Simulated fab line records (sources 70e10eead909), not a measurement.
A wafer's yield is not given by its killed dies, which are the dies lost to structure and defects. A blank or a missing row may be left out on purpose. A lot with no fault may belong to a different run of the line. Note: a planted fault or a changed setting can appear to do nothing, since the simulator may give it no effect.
Which tool was responsible? ; flow nand-harc ; 33 wafers from 11 lots sampled at 5 of the route's 1302 steps

== WHAT THE GAUGES READ, wafer by wafer ==
NHARC_A_SGD_CUT_CD_MEAS_09: the cd target is 100 nm. Usual: 100.0 nm for cd-nm, sd 0.51.
lot;measured;on;cd-nm (nm);flag
L450;day 19 13:35;cd-sem-02;100.2 100.3 100.0;
L448;day 19 13:50;cd-sem-02;100.2 99.8 99.6;
L451;day 20 10:29;cd-sem-03;99.5 99.8 99.7;
L452;day 20 10:38;cd-sem-01;99.1 99.4 99.2;
L457;day 22 22:41;cd-sem-02;99.6 99.5 99.3;
L460;day 24 04:08;cd-sem-03;99.9 99.4 99.8;
L468;day 27 04:01;cd-sem-02;100.4 99.3 100.1;
L467;day 27 04:14;cd-sem-03;99.6 99.8 99.1;
L469;day 28 00:06;cd-sem-02;99.6 99.4 100.3;
L470;day 28 05:23;cd-sem-02;100.0 100.4 100.4;
L471;day 28 05:34;cd-sem-02;100.1 100.6 99.8;

NHARC_END_SORT_01. Usual: killed-at-array 55, standard deviation 23; killed-at-other 1.0, standard deviation 1.2; killed-at-periphery 3.2, standard deviation 2.7; killed-dies 59, standard deviation 23; killed-open 3.1, standard deviation 1.6; killed-short 2.2, standard deviation 1.5.
lot;measured;on;killed-at-array;killed-at-other;killed-at-periphery;killed-dies;killed-open;killed-short;flag
L460;day 29 03:43;prober-01;69 674 71;1 1 2;1 2 2;71 677 75;3 3 4;0 3 3;OFF

== WHAT TOOL EACH LOT RAN ON (gives the tool, then ch and the chambers of the sampled wafers, and finally the start) ==
lot;NHARC_A_SLIT_ETCH_24;NHARC_A_SLIT_ETCH_15;NHARC_A_SLIT_STRIP_18
L450;rie-diel-10 ch 0,1,3, day 20 04:37;rie-diel-10 ch 0,1, day 20 04:49;rie-diel-04 ch 0,1, no start
L448;rie-diel-05 ch 0,1,3, day 20 06:12;rie-diel-05 ch 0,2,3, day 20 06:25;rie-diel-05 ch 0,1,2, no start
L451;rie-diel-10 ch 0,1, day 21 02:52;rie-diel-10 ch 1,2,3, day 21 03:11;rie-diel-04 ch 0,1,2, no start
L452;rie-diel-05 ch 0,2,3, day 21 02:05;rie-diel-05 ch 1,3, day 21 02:16;rie-diel-10 ch 0,1,3, no start
L457;rie-diel-10 ch 0,1, day 23 13:09;rie-diel-10 ch 0,2,3, day 23 13:28;rie-diel-04 ch 0,1,2, no start
L460;rie-diel-10 ch 0,1,3, day 24 18:32;rie-diel-10 ch 0,1,3, day 24 18:58;rie-diel-05 ch 0,1, day 29 03:43 or earlier
L468;rie-diel-04 ch 0,1, day 27 16:36;rie-diel-04 ch 0,1,2, day 27 16:41;rie-diel-05 ch 0,1, no start
L467;rie-diel-05 ch 2,3, day 27 15:45;rie-diel-05 ch 1,3, day 27 15:50;rie-diel-04 ch 0,2,3, no start
L469;rie-diel-10 ch 0,3, day 28 12:40;rie-diel-10 ch 0,3, day 28 13:01;rie-diel-04 ch 1,2,3, no start
L470;rie-diel-10 ch 0,1,3, day 28 18:40;rie-diel-10 ch 0,2,3, day 28 18:58;rie-diel-05 ch 0,1,3, no start
L471;rie-diel-05 ch 1,2, day 28 17:21;rie-diel-05 ch 2,3, day 28 17:36;rie-diel-04 ch 1,2,3, no start
- NHARC_A_SLIT_ETCH_24: etches the open film in CF4/CHF3, target depth 121 nm, time 60.5 s.
- NHARC_A_SLIT_ETCH_15: etches the open film in O2/COS, target depth 6200 nm, time 1612 s.
- NHARC_A_SLIT_STRIP_18: strips in O2.

== WHAT THE TOOLS THEMSELVES READ (means of the sampled wafers that have a number; where no wafer has one, the mark that the record gives instead) ==
NHARC_A_SLIT_ETCH_24. Usual: drypump-motor-current-A 5.7 A, standard deviation 0.44; oes-product-au 0.954 a.u., standard deviation 0.019; rf-vpp-V 370.7 V, standard deviation 2.2; run-length-s 81.9 s, standard deviation 0.5; showerhead-plenum-p-Torr 1.58 Torr, standard deviation 0.063; throttle-valve-pct 16.803 %, standard deviation 0.0088.
lot;tool;drypump-motor-current-A (A);oes-product-au (a.u.);rf-vpp-V (V);run-length-s (s);showerhead-plenum-p-Torr (Torr);throttle-valve-pct (%);flag
L450;rie-diel-10;5.6;0.953;371.3;82.1;1.56;16.805;
L448;rie-diel-05;5.8;0.957;370.3;81.5;1.57;16.795;
L451;rie-diel-10;5.4;0.954;368.0;82.1;1.50;16.802;
L452;rie-diel-05;5.7;0.967;371.5;81.5;1.60;16.803;
L457;rie-diel-10;5.3;0.949;369.2;82.2;1.52;16.802;
L460;rie-diel-10;5.5;0.974;370.3;82.1;1.56;16.802;
L468;rie-diel-04;5.3;0.969;369.2;81.6;1.52;16.804;
L467;rie-diel-05;5.7;0.963;371.5;81.9;1.60;16.802;
L469;rie-diel-10;5.6;0.940;370.1;81.8;1.54;16.803;
L470;rie-diel-10;5.5;0.960;370.2;81.9;1.56;16.801;
L471;rie-diel-05;6.4;0.946;372.3;82.3;1.63;16.808;

NHARC_A_SLIT_ETCH_15. Usual: drypump-motor-current-A 5.7 A, standard deviation 0.43; oes-product-au 0.998 a.u., standard deviation 0.0097; rf-vpp-V 314.5 V, standard deviation 1.9; run-length-s 1633.5 s, standard deviation 0.51; showerhead-plenum-p-Torr 3.14 Torr, standard deviation 0.13; throttle-valve-pct 28.329 %, standard deviation 0.0087.
lot;tool;drypump-motor-current-A (A);oes-product-au (a.u.);rf-vpp-V (V);run-length-s (s);showerhead-plenum-p-Torr (Torr);throttle-valve-pct (%);flag
L450;rie-diel-10;5.4;0.989;312.4;1633.6;2.98;28.327;
L448;rie-diel-05;5.7;1.009;315.0;1632.9;3.16;28.323;
L451;rie-diel-10;5.6;1.000;316.2;1633.5;3.20;28.338;
L452;rie-diel-05;5.8;0.992;314.1;1633.0;3.12;28.340;
L457;rie-diel-10;5.6;0.997;314.7;1633.7;3.16;28.337;
L460;rie-diel-10;5.5;0.998;312.8;1446.4;3.09;28.329;OFF
L468;rie-diel-04;5.8;0.996;314.0;1633.4;3.10;28.328;
L467;rie-diel-05;6.2;0.990;314.9;1633.3;3.15;28.328;
L469;rie-diel-10;5.6;0.990;312.9;1633.3;3.04;28.331;
L470;rie-diel-10;5.6;1.001;315.3;1633.7;3.16;28.327;
L471;rie-diel-05;5.8;0.994;315.1;1633.2;3.16;28.326;

NHARC_A_SLIT_STRIP_18. Usual: drypump-motor-current-A 5.8 A, standard deviation 0.46; oes-product-au 0.997 a.u., standard deviation 0.0097; rf-vpp-V 57.7 V, standard deviation 0.88; showerhead-plenum-p-Torr 3.53 Torr, standard deviation 0.12; throttle-valve-pct 17.035 %, standard deviation 0.0094.
lot;tool;drypump-motor-current-A (A);oes-product-au (a.u.);rf-vpp-V (V);showerhead-plenum-p-Torr (Torr);throttle-valve-pct (%);flag
L450;rie-diel-04;5.6;1.003;57.1;3.45;17.032;
L448;rie-diel-05;6.1;0.988;57.5;3.61;17.035;
L451;rie-diel-04;5.8;0.998;58.1;3.51;17.039;
L452;rie-diel-10;5.6;0.995;58.6;3.49;17.034;
L457;rie-diel-04;5.7;1.007;57.1;3.51;17.030;
L460;rie-diel-05;6.2;0.982;57.8;3.55;17.030;
L468;rie-diel-05;6.2;0.989;58.3;3.55;17.033;
L467;rie-diel-04;6.0;0.991;58.0;3.55;17.047;
L469;rie-diel-04;5.7;0.997;57.1;3.51;17.028;
L470;rie-diel-05;5.9;0.990;57.6;3.51;17.022;
L471;rie-diel-04;5.8;1.002;57.3;3.51;17.031;

== THE ANSWER, worked out from the rows above alone ==
Rule: lot off if the mean of its wafers having a number is beyond 3 standard deviations from the usual mean. A lot without any number at a reading at which 4 lots or more have one is off too. Any other lot the step has rows for is counted as sound. First the gauges in route order, then the tools' own readings, where a lot's mean is used as printed above. The first step at which some lot is off is used, and at that step the reading that is off furthest; a lot without a number counts as furthest.
Off: L460, at NHARC_END_SORT_01 (killed-at-array). Neither off nor sound, because the step has no rows for them: L450, L448, L451, L452, L457, L468, L467, L469, L470, L471.
A tool fits if, at a process step before that reading, it ran every lot that is off, and no sound lot after the first of them. The gauges at NHARC_END_SORT_01 aren't tried: what is off there is off at NHARC_A_SLIT_ETCH_15 too, on other tools, and a gauge's error can't cause that. NHARC_A_SLIT_STRIP_18 gives no start for some lots, so the hours and the order of its lots are those of NHARC_END_SORT_01. This does not decide it: 2 tools fit, namely rie-diel-10 at NHARC_A_SLIT_ETCH_24 and NHARC_A_SLIT_ETCH_15 and rie-diel-05 at NHARC_A_SLIT_STRIP_18.

== WHAT WAS PUT IN BY THE SIMULATOR ==
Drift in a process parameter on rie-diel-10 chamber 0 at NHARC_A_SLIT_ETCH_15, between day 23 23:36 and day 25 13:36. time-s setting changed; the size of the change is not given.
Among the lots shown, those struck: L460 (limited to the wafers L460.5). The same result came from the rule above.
